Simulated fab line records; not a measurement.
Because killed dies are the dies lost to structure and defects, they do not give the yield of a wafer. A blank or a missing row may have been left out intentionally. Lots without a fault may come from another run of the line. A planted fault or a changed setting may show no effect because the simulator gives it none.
Chamber matching	flow n5Finfet	4 sister chambers for N5_MOL_CONTACT_COAG_ETCH_65 on rieDiel-06
The step etches underlayer in N2/H2, target depth 13 nm, time 10.4 s. 4 wafers are shown with their chamber, then 10 later ones without.

WAFERS, EACH WITH ITS CHAMBER
wafer	chamber	showerheadPlenumPTorr (Torr)
L090.5	2	2.70
L091.1	3	2.66
L092.1	0	2.71
L092.3	1	2.46

WAFERS WITH NO CHAMBER GIVEN
wafer	showerheadPlenumPTorr (Torr)
L092.6	2.66
L093.2	2.45
L093.4	2.71
L093.6	2.66
L094.1	2.45
L094.2	2.70
L094.6	2.71
L096.1	2.45
L096.2	2.69
L096.6	2.66

EACH ONE'S CHAMBER
wafer	from the rows above	in truth
L092.6	3	3
L093.2	1	1
L093.4	can't be placed: 0 or 2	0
L093.6	3	3
L094.1	1	1
L094.2	can't be placed: 2 or 0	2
L094.6	can't be placed: 0 or 2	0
L096.1	1	1
L096.2	can't be placed: 2 or 0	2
L096.6	3	3
Correctly placed: 6 of 10. These rows do not allow placing 4 (true chamber among the candidates in 4). 0 placed wrongly.
How it was worked out, from the rows above alone: a wafer's distance from a chamber is the root of the sum, over the readings, of the square of ((its reading less the chamber's mean) divided by the reading's scatter). If the next closest chamber is less than 2 further off than the closest, the wafer can't be placed; otherwise it belongs to the closest. For every chamber, the mean is computed from those of its wafers that are shown. The scatter: root of mean squared gap, hidden wafer to nearest shown wafer, with one shown wafer a chamber.
